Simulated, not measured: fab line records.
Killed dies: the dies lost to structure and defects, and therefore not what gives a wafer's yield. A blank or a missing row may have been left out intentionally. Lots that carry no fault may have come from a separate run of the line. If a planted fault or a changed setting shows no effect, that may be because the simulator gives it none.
Which tool is to blame? | flow nand harc | Sampling: 13 lots, 39 wafers, 6 of 1159 route steps

== WHAT THE GAUGES SHOWED, per wafer ==
NHARC_P_BONDPAD_THK_MEAS_20: measures by xrf.
lot  | measured     | on            | thk nm (nm)
L544 | day 6 14:24  | film metro-01 | 159.1 158.4 161.3
L545 | day 7 03:34  | film metro-01 | 161.0 161.6 159.2
L547 | day 7 05:07  | film metro-01 | 163.0 162.1 159.7
L549 | day 7 20:05  | film metro-01 | 160.4 160.8 157.1
L551 | day 8 03:59  | film metro-02 | 159.0 158.0 159.8
L553 | day 8 14:58  | film metro-01 | 159.3 161.1 161.6
L556 | day 9 17:40  | film metro-02 | 159.0 159.3 162.3
L557 | day 9 18:20  | film metro-01 | 161.1 160.9 159.1
L562 | day 10 20:36 | film metro-01 | 160.7 158.9 157.4
L563 | day 11 00:26 | film metro-02 | 160.3 158.3 160.5
L564 | day 11 11:57 | film metro-01 | 159.7 160.9 161.7
L565 | day 11 17:14 | film metro-01 | 159.5 162.1 162.5
L567 | day 11 21:54 | film metro-02 | 162.7 159.9 159.9

NHARC_A_START_INSPECT_01.
lot  | measured     | on                | raw defect count
L544 | day 6 15:05  | defect inspect-01 | 4 4 3
L545 | day 7 04:14  | defect inspect-02 | 3 5 0
L547 | day 7 05:47  | defect inspect-02 | 1 1 2
L549 | day 7 20:46  | defect inspect-01 | 3 8 5
L551 | day 8 04:41  | defect inspect-01 | 1 3 2
L553 | day 8 15:38  | defect inspect-01 | 3 1 7
L556 | day 9 18:22  | defect inspect-01 | 3 6 3
L557 | day 9 19:01  | defect inspect-01 | 1 4 4
L562 | day 10 21:39 | defect inspect-02 | 3 4 2
L563 | day 11 01:12 | defect inspect-01 | 4 4 7
L564 | day 11 12:42 | defect inspect-01 | 2 4 2
L565 | day 11 18:03 | defect inspect-01 | 4 5 6
L567 | day 11 22:34 | defect inspect-02 | 4 3 5

NHARC_A_ONON_D1_THK_MEAS_30: measures by ellipsometry.
lot  | measured     | on            | thk nm (nm)
L544 | day 8 02:56  | film metro-02 | 991 989 993
L545 | day 8 16:31  | film metro-01 | 992 990 993
L547 | day 8 16:30  | film metro-01 | 1005 1007 1008
L549 | day 9 08:25  | film metro-01 | 991 992 990
L551 | day 9 17:22  | film metro-01 | 1593 1592 1593
L553 | day 10 04:22 | film metro-01 | 1591 1592 1590
L556 | day 11 05:10 | film metro-01 | 992 991 993
L557 | day 11 05:10 | film metro-02 | 996 996 995
L562 | day 12 08:43 | film metro-02 | 1006 1006 1007
L563 | day 12 20:33 | film metro-02 | 999 998 996
L564 | day 13 01:31 | film metro-01 | 1008 1008 1009
L565 | day 13 07:41 | film metro-02 | 1011 1010 1010
L567 | day 13 07:50 | film metro-01 | 984 984 984

NHARC_END_SORT_01.
lot  | measured     | on        | killed at array | killed at other | killed at periphery | killed dies | killed open | killed short
L551 | day 21 00:56 | prober-02 | 675 675 676     | 0 2 1           | 2 0 0               | 677 677 677 | 6 3 6       | 1 1 1
L553 | day 21 18:07 | prober-02 | 676 675 675     | 0 1 2           | 1 1 0               | 677 677 677 | 4 2 1       | 3 3 0

== WHAT TOOL EACH LOT RAN ON (gives the tool, then ch and the chambers of the sampled wafers, and finally the start) ==
lot  | NHARC_A_ZERO_WELL_ETCH_13        | NHARC_A_ONON_D1_DEP_28
L544 | rie si-01 ch 0,1, day 6 16:19    | pecvd onon-01 ch 0, day 8 02:25
L545 | rie si-04 ch 0,2,3, day 7 05:21  | pecvd onon-02 ch 0, day 8 16:11
L547 | rie si-04 ch 1,3, day 7 07:00    | pecvd onon-03 ch 0, day 8 16:00
L549 | rie si-01 ch 0,3, day 7 21:59    | pecvd onon-02 ch 0, day 9 07:58
L551 | rie si-01 ch 1,2,3, day 8 05:53  | pecvd onon-03 ch 0, day 9 16:52
L553 | rie si-01 ch 0,1,3, day 8 16:50  | pecvd onon-03 ch 0, day 10 03:58
L556 | rie si-01 ch 1,2,3, day 9 19:28  | pecvd onon-02 ch 0, day 11 04:39
L557 | rie si-01 ch 0,2, day 9 20:16    | pecvd onon-01 ch 0, day 11 04:43
L562 | rie si-06 ch 1,2,3, day 10 22:53 | pecvd onon-02 ch 0, day 12 08:13
L563 | rie si-04 ch 0,2,3, day 11 02:26 | pecvd onon-01 ch 0, day 12 20:06
L564 | rie si-04 ch 0,1,2, day 11 13:58 | pecvd onon-02 ch 0, day 13 01:08
L565 | rie si-01 ch 0,1,2, day 11 19:17 | pecvd onon-01 ch 0, day 13 07:14
L567 | rie si-06 ch 0,1, day 11 23:46   | pecvd onon-03 ch 0, day 13 07:19
- NHARC_A_ZERO_WELL_ETCH_13: etches the open film in HBr/Cl2, target depth 120 nm, time 40.1 s.
- NHARC_A_ONON_D1_DEP_28: target thk 1000 nm.

== AS READ BY THE TOOLS THEMSELVES (means over the sampled wafers that have a number; for cases with no such wafer, the mark the record gives instead) ==
NHARC_A_ZERO_WELL_ETCH_13.
lot  | tool      | drypump motor current A (A) | oes product au (a.u.) | throttle valve pct (%)
L544 | rie si-01 | 5.3                         | 0.993                 | 26.407
L545 | rie si-04 | 6.3                         | 1.008                 | 26.404
L547 | rie si-04 | 5.5                         | 1.001                 | 26.405
L549 | rie si-01 | 5.4                         | 0.988                 | 26.409
L551 | rie si-01 | 5.5                         | 1.005                 | 26.403
L553 | rie si-01 | 5.4                         | 1.001                 | 26.391
L556 | rie si-01 | 5.5                         | 0.999                 | 26.415
L557 | rie si-01 | 5.4                         | 0.998                 | 26.411
L562 | rie si-06 | 5.8                         | 0.998                 | 26.401
L563 | rie si-04 | 6.3                         | 0.995                 | 26.403
L564 | rie si-04 | 6.0                         | 0.999                 | 26.409
L565 | rie si-01 | 5.3                         | 1.000                 | 26.403
L567 | rie si-06 | 5.1                         | 1.005                 | 26.405

NHARC_A_ONON_D1_DEP_28.
lot  | tool          | susceptor temp C (C)
L544 | pecvd onon-01 | 400.04
L545 | pecvd onon-02 | 400.26
L547 | pecvd onon-03 | 399.97
L549 | pecvd onon-02 | 399.90
L551 | pecvd onon-03 | 400.16
L553 | pecvd onon-03 | 399.94
L556 | pecvd onon-02 | 399.89
L557 | pecvd onon-01 | 399.89
L562 | pecvd onon-02 | 399.90
L563 | pecvd onon-01 | 399.68
L564 | pecvd onon-02 | 399.70
L565 | pecvd onon-01 | 399.78
L567 | pecvd onon-03 | 399.68

== THE ANSWER, worked out from the rows above alone ==
Rule: usual is defined by the lots themselves. Put in order of their means at a reading, lots are off if they are a third of the lots or fewer, leave a main group of 4 or more, and stand apart from it by a gap of 3 or more times the standard deviation of the main group's means; of several such gaps the widest counts. The tables above print the reading to a certain number of digits; a main group whose means all agree to those digits is not used. Also off: a lot with no number at a reading for which 4 or more lots have one. The other lots that the step has rows for count as sound. First the gauges in route order, then the tools' own readings, where a lot's mean is used as printed above. At the first step where some lot is off, the reading lying furthest off is the one used; lots without a number count as furthest.
Off: L551, L553, at NHARC_A_ONON_D1_THK_MEAS_30 (thk nm). Mean 998 nm and standard deviation 8.4 in the main group.
A tool fits if, at a process step before that reading, it ran every lot that is off, and no sound lot after the first of them. Those tools and the gauges at NHARC_A_ONON_D1_THK_MEAS_30 are tried in the same way. None of those tried fits.

== WHAT WAS PUT IN BY THE SIMULATOR ==
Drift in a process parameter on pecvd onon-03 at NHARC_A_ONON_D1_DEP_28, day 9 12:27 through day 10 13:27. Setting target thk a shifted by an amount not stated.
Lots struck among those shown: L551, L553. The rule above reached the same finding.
